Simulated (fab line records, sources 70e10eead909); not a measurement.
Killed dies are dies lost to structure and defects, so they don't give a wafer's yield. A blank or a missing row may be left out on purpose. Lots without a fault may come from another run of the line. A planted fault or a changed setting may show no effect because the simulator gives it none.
fab line records | flow nand_harc
record lots=6 wafers=18 last_day=33
route steps=1302 shown A_ONON_D2@552 END@1302
lots that met no fault: from a run of the same line without faults
start_h: hours from the record's first day to the start of the lot's first wafer shown | wait_h: hours since the lot's step before | " the same as in the row above | L1.1+2: a row that stands for several wafers | - no value, or no start given | * or withheld: withheld | < > ~ a bound
route shown NAME@n: a module of which the file shows steps, and the number in the route of the first | usual: mean/standard deviation of fault-free wafers | same: alike in all rows | chamber/n: place in a boat | sites: the reading at each site | _std_site: their standard deviation | _edge_site: outer sites' mean less inner sites' | radius_mm: how far each site lies from the wafer's centre | mask NAME#n: copy n | behind: the tool/chamber that last shaped the wafer | hold: why the lot was held/for how many hours/how that ended | device: the transistor (n, p or np) that didn't switch | end of line: the same wafers' tests at the end of the route | a step without rows: its recipe alone | killed: dies lost to structure and defects at the first sort, not the wafer's yield | map: a wafer's dies, x killed, . not, _ none there
set.NAME: the setting as run; set.NAME@STEP: as run at that earlier step | model.NAME: the simulator's own value behind a step, which no gauge read
lots at some steps of the route; a table a step, a row a wafer
services: from which hour (start_h, from the record's first day; less than 0 if before it) a tool's chamber was out of use, for how many hours, and why
## steps
# step NHARC_A_ONON_D2_THK_MEAS_11
# recipe thk_meas_gauge=ellipsometry
# usual thk_nm=999/8
# columns lot.wafer tool chamber start_h wait_h thk_nm
L935.2 film_metro-02 - 294.23 - 1007
L935.4 " - " " 1006
L935.5 " - " " 1007
L940.2 film_metro-02 - 331.33 - 1008
L940.4 " - " " 1010
L940.6 " - " " 1010
L941.1 film_metro-02 - 352.69 - 995
L941.2 " - " " 996
L941.5 " - " " 995
L951.2 film_metro-02 - 435.39 - 1013
L951.3 " - " " 1011
L951.4 " - " " 1012
L954.1 film_metro-02 - 478.64 - 996
L954.3 " - " " 995
L954.6 " - " " 996
L956.2 film_metro-01 - 501.38 - 1010
L956.4 " - " " 1011
L956.5 " - " " 1009
# step NHARC_A_ONON_D2_DEP_12
# recipe target_thk_a=10000 n2_flow_sccm=2750 n2o_flow_sccm=2000 nh3_flow_sccm=500 sih4_flow_sccm=210 temp_c=400
# step NHARC_A_ONON_D2_THK_MEAS_14
# recipe thk_meas_gauge=ellipsometry
# usual thk_nm=996/11
# columns lot.wafer tool chamber start_h wait_h thk_nm
L935.2 film_metro-02 - 294.80 - 994
L935.4 " - " " 995
L935.5 " - " " 994
L940.2 film_metro-02 - 331.90 - 997
L940.4 " - " " 999
L940.6 " - " " 999
L941.1 film_metro-02 - 353.25 - 1023
L941.2 " - " " 1021
L941.5 " - " " 1021
L951.2 film_metro-01 - 435.95 - 993
L951.3 " - " " 993
L951.4 " - " " 994
L954.1 film_metro-02 - 479.21 - 982
L954.3 " - " " 983
L954.6 " - " " 982
L956.2 film_metro-01 - 501.95 - 1009
L956.4 " - " " 1009
L956.5 " - " " 1010
# step NHARC_A_ONON_D2_ANNEAL_15
# recipe temp_c=750 time_s=3600
# step NHARC_A_ONON_D2_DEP_16
# recipe target_thk_a=10000 n2_flow_sccm=2750 n2o_flow_sccm=2000 nh3_flow_sccm=500 sih4_flow_sccm=210 temp_c=400
# step NHARC_A_ONON_D2_THK_MEAS_18
# recipe thk_meas_gauge=ellipsometry
# usual thk_nm=1000/11
# columns lot.wafer tool chamber start_h wait_h thk_nm
L935.2 film_metro-01 - 303.14 - 999
L935.4 " - " " 999
L935.5 " - " " 999
L940.2 film_metro-01 - 341.12 - 1006
L940.4 " - " " 1007
L940.6 " - " " 1007
L941.1 film_metro-02 - 360.63 - 1003
L941.2 " - " " 1002
L941.5 " - " " 1003
L951.2 film_metro-02 - 443.41 - 1002
L951.3 " - " " 1004
L951.4 " - " " 1004
L954.1 film_metro-01 - 486.93 - 1000
L954.3 " - " " 1001
L954.6 " - " " 1002
L956.2 film_metro-02 - 509.34 - 1022
L956.4 " - " " 1020
L956.5 " - " " 1021
# step NHARC_A_ONON_D2_DEP_19
# recipe target_thk_a=10000 n2_flow_sccm=2750 n2o_flow_sccm=2000 nh3_flow_sccm=500 sih4_flow_sccm=210 temp_c=400
# step NHARC_A_ONON_D2_THK_MEAS_21
# recipe thk_meas_gauge=ellipsometry
# usual thk_nm=998/8.3
# columns lot.wafer tool chamber start_h wait_h thk_nm
L935.2 film_metro-01 - 303.70 - 991
L935.4 " - " " 992
L935.5 " - " " 990
L940.2 film_metro-01 - 341.69 - 999
L940.4 " - " " 1001
L940.6 " - " " 1000
L941.1 film_metro-01 - 361.20 - 1000
L941.2 " - " " 1001
L941.5 " - " " 999
L951.2 film_metro-01 - 443.97 - 989
L951.3 " - " " 991
L951.4 " - " " 992
L954.1 film_metro-02 - 487.50 - 1003
L954.3 " - " " 1003
L954.6 " - " " 1003
L956.2 film_metro-02 - 509.91 - 997
L956.4 " - " " 996
L956.5 " - " " 997
# step NHARC_A_ONON_D2_DEP_22
# recipe target_thk_a=10000 n2_flow_sccm=2750 n2o_flow_sccm=2000 nh3_flow_sccm=500 sih4_flow_sccm=210 temp_c=400
# step NHARC_A_ONON_D2_THK_MEAS_24
# recipe thk_meas_gauge=ellipsometry
# usual thk_nm=1002/9.4
# columns lot.wafer tool chamber start_h wait_h thk_nm
L935.2 film_metro-02 - 304.27 - 1000
L935.4 " - " " 1001
L935.5 " - " " 1002
L940.2 film_metro-01 - 342.26 - 1002
L940.4 " - " " 1003
L940.6 " - " " 1002
L941.1 film_metro-01 - 361.76 - 1009
L941.2 " - " " 1008
L941.5 " - " " 1010
L951.2 film_metro-02 - 444.54 - 1002
L951.3 " - " " 1005
L951.4 " - " " 1003
L954.1 film_metro-02 - 488.07 - 1007
L954.3 " - " " 1005
L954.6 " - " " 1008
L956.2 film_metro-02 - 510.47 - 1007
L956.4 " - " " 1007
L956.5 " - " " 1005
# step NHARC_A_ONON_D2_DEP_25
# recipe target_thk_a=10000 n2_flow_sccm=2750 n2o_flow_sccm=2000 nh3_flow_sccm=500 sih4_flow_sccm=210 temp_c=400
# step NHARC_A_ONON_D2_THK_MEAS_27
# recipe thk_meas_gauge=ellipsometry
# usual thk_nm=999/8.9
# columns lot.wafer tool chamber start_h wait_h thk_nm
L935.2 film_metro-02 - 304.83 - 987
L935.4 " - " " 986
L935.5 " - " " 986
L940.2 film_metro-01 - 342.83 - 1000
L940.4 " - " " 1000
L940.6 " - " " 1001
L941.1 film_metro-02 - 362.32 - 993
L941.2 " - " " 992
L941.5 " - " " 994
L951.2 film_metro-02 - 445.10 - 997
L951.3 " - " " 997
L951.4 " - " " 999
L954.1 film_metro-02 - 488.63 - 987
L954.3 " - " " 986
L954.6 " - " " 987
L956.2 film_metro-01 - 511.05 - 1009
L956.4 " - " " 1009
L956.5 " - " " 1007
# step NHARC_A_ONON_D2_DEP_28
# recipe target_thk_a=10000 n2_flow_sccm=2750 n2o_flow_sccm=2000 nh3_flow_sccm=500 sih4_flow_sccm=210 temp_c=400
# usual n2_flow_sccm=2751/7.8 nh3_flow_sccm=499.8/1.7 sih4_flow_sccm=210.0/0.7
# columns lot.wafer tool chamber start_h wait_h n2_flow_sccm nh3_flow_sccm sih4_flow_sccm
L935.2 pecvd_onon-03 0 304.94 0.1 2765 498.9 208.9
L935.4 " 0 " " 2749 499.9 210.3
L935.5 " 0 " " 2746 498.6 209.3
L940.2 pecvd_onon-01 0 342.95 0.1 2730 497.0 209.6
L940.4 " 0 " " 2754 499.5 209.7
L940.6 " 0 " " 2735 499.8 210.4
L941.1 pecvd_onon-01 0 362.38 0.1 2757 498.5 208.8
L941.2 " 0 " " 2747 500.0 209.8
L941.5 " 0 " " 2750 496.8 209.6
L951.2 pecvd_onon-03 0 445.22 0.1 2741 500.4 210.4
L951.3 " 0 " " 2744 500.6 209.4
L951.4 " 0 " " 2745 501.2 209.6
L954.1 pecvd_onon-03 0 488.69 0.1 2758 499.4 210.6
L954.3 " 0 " " 2752 502.1 211.3
L954.6 " 0 " " 2749 500.5 210.1
L956.2 pecvd_onon-01 0 511.16 0.1 2748 502.4 210.3
L956.4 " 0 " " 2752 501.5 209.6
L956.5 " 0 " " 2748 500.0 209.7
# step NHARC_A_ONON_D2_THK_MEAS_30
# recipe thk_meas_gauge=ellipsometry
# usual thk_nm=1002/9.7
# columns lot.wafer tool chamber start_h wait_h thk_nm
L935.2 film_metro-01 - 305.40 - 991
L935.4 " - " " 991
L935.5 " - " " 991
L940.2 film_metro-02 - 343.40 - 799
L940.4 " - " " 799
L940.6 " - " " 798
L941.1 film_metro-01 - 362.89 - 806
L941.2 " - " " 804
L941.5 " - " " 806
L951.2 film_metro-02 - 445.67 - 1005
L951.3 " - " " 1001
L951.4 " - " " 1003
L954.1 film_metro-01 - 489.19 - 985
L954.3 " - " " 986
L954.6 " - " " 987
L956.2 film_metro-02 - 511.62 - 993
L956.4 " - " " 992
L956.5 " - " " 992
# step NHARC_A_ONON_D2_DEP_33
# recipe target_thk_a=2000 temp_c=400 pressure_torr=6.5 rf_w=900 teos_flow_sccm=161.4 flow_sccm=2650 target_thk_nm=200 gas=O2 material=SiO2
# usual heater_power_outer_w=317/69 heater_power_w=589/93 throttle_valve_pct=15.9/0.47
# columns lot.wafer tool chamber start_h wait_h heater_power_outer_w heater_power_w throttle_valve_pct
L935.2 pecvd-04 2 305.54 0.1 336 571 15.2
L935.5 " 1 " " 233 509 16.2
L935.4 " 2 " " 345 606 15.2
L940.2 pecvd-04 1 343.55 0.1 243 546 16.4
L940.4 " 2 " " 363 615 15.3
L940.6 " 1 " " 245 549 16.5
L941.2 pecvd-03 2 362.95 0.1 331 560 15.6
L941.1 " 1 " " 327 547 15.1
L941.5 " 1 " " 329 578 14.9
L951.3 pecvd-02 2 445.72 0.1 274 475 16.0
L951.2 " 0 " " 250 544 16.2
L951.4 " 0 " " 268 572 16.0
L954.3 pecvd-04 0 489.25 0.1 335 616 16.0
L954.1 " 1 " " 251 542 16.0
L954.6 " 2 " " 276 502 15.0
L956.2 pecvd-02 1 511.68 0.1 368 676 16.5
L956.5 " 1 " " 400 694 16.6
L956.4 " 0 " " 278 564 16.3
# step NHARC_END_SORT_01
# recipe temp_c=25
# usual killed_at_array=59/16 killed_at_other=0.8/1.1 killed_at_periphery=3.6/2.4 killed_dies=64/16 killed_open=3.4/1.8 killed_short=2.5/1.6
# same gross_dies=677
# columns lot.wafer tool chamber start_h wait_h killed_at_array killed_at_other killed_at_periphery killed_dies killed_open killed_short
L940.2 prober-01 0 614.36 2.8 674 0 3 677 4 0
L940.4 prober-01 0 615.96 3.4 674 0 3 677 3 0
L940.6 prober-01 0 617.56 4.0 676 0 1 677 3 1
L941.1 prober-01 0 631.40 2.5 674 1 2 677 3 2
L941.2 prober-01 0 632.18 2.8 676 0 1 677 1 5
L941.5 prober-01 0 634.54 3.6 677 0 0 677 0 1
L951.2 prober-02 0 725.97 2.8 47 2 2 51 4 1
L951.3 prober-02 0 726.76 3.1 52 3 3 58 5 3
L951.4 prober-02 0 727.56 3.4 54 3 3 60 4 2
# killed by level:class
L940.2 A_ONON_D2:area_dep=599 A_CHANNEL_HOLE_D2:chamber_film_flake=36 A_SLIT:chamber_film_flake=28 A_STAIRCASE:chamber_film_flake=4 A_CONTACT:chamber_film_flake=2 A_CHANNEL_FILL_D1:geometric_particle:open=1 A_CHANNEL_FILL_D2:geometric_particle:open=1 A_WL_FILL:geometric_particle:open=1
L940.4 A_ONON_D2:area_dep=604 A_CHANNEL_HOLE_D2:chamber_film_flake=36 A_SLIT:chamber_film_flake=24 A_CONTACT:chamber_film_flake=4 A_STAIRCASE:chamber_film_flake=2 P_CONTACT:geometric_particle:open=1 P_M0:geometric_particle:open=1 A_BLC:geometric_particle:open=1
L940.6 A_ONON_D2:area_dep=605 A_CHANNEL_HOLE_D2:chamber_film_flake=33 A_SLIT:chamber_film_flake=24 A_CHANNEL_HOLE_D1:chamber_film_flake=4 A_CONTACT:chamber_film_flake=4 A_ONON_D1:geometric_particle:open=1 A_CHANNEL_HOLE_D2:geometric_particle:short=1 A_WL_FILL:geometric_particle:open=1
L941.1 A_ONON_D2:area_dep=617 A_CHANNEL_HOLE_D2:chamber_film_flake=36 A_CONTACT:chamber_film_flake=7 A_CHANNEL_HOLE_D1:chamber_film_flake=5 A_STAIRCASE:chamber_film_flake=3 A_WL_FILL:chamber_film_flake=2 P_GATE:geometric_particle:short=1 A_CHANNEL_FILL_D2:geometric_particle:short=1
L941.2 A_ONON_D2:area_dep=619 A_CHANNEL_HOLE_D2:chamber_film_flake=38 A_CHANNEL_HOLE_D1:chamber_film_flake=5 A_CONTACT:chamber_film_flake=5 A_STAIRCASE:chamber_film_flake=2 P_M0:geometric_particle:short=1 A_SOURCE_PLATE:geometric_particle:open=1 A_SOURCE_PLATE:geometric_particle:short=1
L941.5 A_ONON_D2:area_dep=625 A_CHANNEL_HOLE_D2:chamber_film_flake=29 A_CONTACT:chamber_film_flake=12 A_CHANNEL_HOLE_D1:chamber_film_flake=4 A_STAIRCASE:chamber_film_flake=3 A_WL_FILL:chamber_film_flake=2 A_ONON_D1:geometric_particle:short=1 A_SLIT:chamber_film_flake=1
L951.2 A_CHANNEL_HOLE_D2:chamber_film_flake=26 A_CHANNEL_HOLE_D1:chamber_film_flake=10 A_STAIRCASE:chamber_film_flake=3 A_CONTACT:chamber_film_flake=3 A_M0:geometric_particle:open=2 A_SLIT:chamber_film_flake=2 THIN_TSV:chamber_film_flake=2 P_CONTACT:geometric_particle:open=1
L951.3 A_CHANNEL_HOLE_D2:chamber_film_flake=32 A_CHANNEL_HOLE_D1:chamber_film_flake=7 THIN_TSV:chamber_film_flake=3 A_ONON_D2:geometric_particle:open=2 A_STAIRCASE:chamber_film_flake=2 P_M0:geometric_particle:open=1 A_SOURCE_PLATE:geometric_particle:short=1 A_ONON_D1:geometric_particle:short=1
L951.4 A_CHANNEL_HOLE_D2:chamber_film_flake=26 A_CHANNEL_HOLE_D1:chamber_film_flake=13 A_CONTACT:chamber_film_flake=6 A_SLIT:chamber_film_flake=3 THIN_TSV:chamber_film_flake=3 P_GATE:geometric_particle:open=1 A_CHANNEL_HOLE_D1:geometric_particle:short=1 A_CHANNEL_FILL_D1:geometric_particle:open=1
# map L940.2 (x killed, . not)
____________x____________
_________xxxxxxx_________
_______xxxxxxxxxxx_______
______xxxxxxxxxxxxx______
_____xxxxxxxxxxxxxxx_____
____xxxxxxxxxxxxxxxxx____
____xxxxxxxxxxxxxxxxx____
___xxxxxxxxxxxxxxxxxxx___
___xxxxxxxxxxxxxxxxxxx___
__xxxxxxxxxxxxxxxxxxxxx__
__xxxxxxxxxxxxxxxxxxxxx__
_xxxxxxxxxxxxxxxxxxxxxxx_
_xxxxxxxxxxxxxxxxxxxxxxx_
_xxxxxxxxxxxxxxxxxxxxxxx_
_xxxxxxxxxxxxxxxxxxxxxxx_
_xxxxxxxxxxxxxxxxxxxxxxx_
xxxxxxxxxxxxxxxxxxxxxxxxx
xxxxxxxxxxxxxxxxxxxxxxxxx
xxxxxxxxxxxxxxxxxxxxxxxxx
xxxxxxxxxxxxxxxxxxxxxxxxx
xxxxxxxxxxxxxxxxxxxxxxxxx
_xxxxxxxxxxxxxxxxxxxxxxx_
_xxxxxxxxxxxxxxxxxxxxxxx_
_xxxxxxxxxxxxxxxxxxxxxxx_
_xxxxxxxxxxxxxxxxxxxxxxx_
_xxxxxxxxxxxxxxxxxxxxxxx_
__xxxxxxxxxxxxxxxxxxxxx__
__xxxxxxxxxxxxxxxxxxxxx__
___xxxxxxxxxxxxxxxxxxx___
___xxxxxxxxxxxxxxxxxxx___
____xxxxxxxxxxxxxxxxx____
____xxxxxxxxxxxxxxxxx____
_____xxxxxxxxxxxxxxx_____
______xxxxxxxxxxxxx______
_______xxxxxxxxxxx_______
_________xxxxxxx_________
____________x____________
# map L941.1 (x killed, . not)
____________x____________
_________xxxxxxx_________
_______xxxxxxxxxxx_______
______xxxxxxxxxxxxx______
_____xxxxxxxxxxxxxxx_____
____xxxxxxxxxxxxxxxxx____
____xxxxxxxxxxxxxxxxx____
___xxxxxxxxxxxxxxxxxxx___
___xxxxxxxxxxxxxxxxxxx___
__xxxxxxxxxxxxxxxxxxxxx__
__xxxxxxxxxxxxxxxxxxxxx__
_xxxxxxxxxxxxxxxxxxxxxxx_
_xxxxxxxxxxxxxxxxxxxxxxx_
_xxxxxxxxxxxxxxxxxxxxxxx_
_xxxxxxxxxxxxxxxxxxxxxxx_
_xxxxxxxxxxxxxxxxxxxxxxx_
xxxxxxxxxxxxxxxxxxxxxxxxx
xxxxxxxxxxxxxxxxxxxxxxxxx
xxxxxxxxxxxxxxxxxxxxxxxxx
xxxxxxxxxxxxxxxxxxxxxxxxx
xxxxxxxxxxxxxxxxxxxxxxxxx
_xxxxxxxxxxxxxxxxxxxxxxx_
_xxxxxxxxxxxxxxxxxxxxxxx_
_xxxxxxxxxxxxxxxxxxxxxxx_
_xxxxxxxxxxxxxxxxxxxxxxx_
_xxxxxxxxxxxxxxxxxxxxxxx_
__xxxxxxxxxxxxxxxxxxxxx__
__xxxxxxxxxxxxxxxxxxxxx__
___xxxxxxxxxxxxxxxxxxx___
___xxxxxxxxxxxxxxxxxxx___
____xxxxxxxxxxxxxxxxx____
____xxxxxxxxxxxxxxxxx____
_____xxxxxxxxxxxxxxx_____
______xxxxxxxxxxxxx______
_______xxxxxxxxxxx_______
_________xxxxxxx_________
____________x____________
## services
# columns tool chamber start_h hours kind
pecvd-04 0 282.37 - clean
pecvd-04 1 282.37 - clean
pecvd-04 2 282.37 - clean
pecvd-03 - 299.93 0.6 repair
pecvd-04 - 360.36 0.3 repair
pecvd-03 - 366.61 13.0 pm
pecvd-03 0 394.48 8.3 repair
pecvd_onon-03 - 408.00 13.0 pm
pecvd-02 - 408.24 13.0 pm
pecvd-02 0 408.24 13.0 vent_cycle
pecvd-02 1 408.24 13.0 vent_cycle
pecvd-02 2 408.24 13.0 vent_cycle
pecvd-02 0 421.24 - clean
pecvd-02 1 421.24 - clean
pecvd-04 - 431.43 2.4 repair
pecvd-04 0 434.21 18.2 repair
pecvd-04 - 450.37 13.0 pm
pecvd-04 1 450.37 13.0 vent_cycle
pecvd-04 2 450.37 21.2 vent_cycle
pecvd_onon-01 - 450.76 13.0 pm
pecvd_onon-03 - 454.56 5.3 repair
pecvd-04 0 463.37 - clean
pecvd-04 1 463.37 - clean
pecvd-04 - 464.47 0.2 repair
## key
first_sign step=NHARC_A_ONON_D2_THK_MEAS_30 reading=thk_nm direction=down sigmas=21 usual=1002 struck=802
effect step=NHARC_END_SORT_01 reading=killed_dies direction=up sigmas=39 usual=64 struck=677
more_kills_born_at NHARC_A_ONON_D2_DEP_28@pecvd_onon-01=3669
met_at NHARC_A_ONON_D2_DEP_28
struck_wafers L940.2,L940.4,L940.6,L941.1,L941.2,L941.5
later_rows_left_out L940.2,L940.4,L940.6,L941.1,L941.2,L941.5
tester_left_out L940,L941
fault kind=process_parameter_drift tool=pecvd_onon-01 chamber=- onset_h=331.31 steps=NHARC_A_ONON_D2_DEP_28 channel=target_thk_a offset=* shape=step end_h=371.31 acts_in=* stated=*
# tester_left_out: of these lots the tester's yield and bins aren't shown, on N5 and GAA mostly nor the transistor test; their killed dies are dies lost to structure and defects alone, not to doping, threshold or leakage, so they don't give the yield
# later_rows_left_out: the simulator's readings of these wafers behind a module that went badly wrong aren't trusted and aren't shown, but for the sort
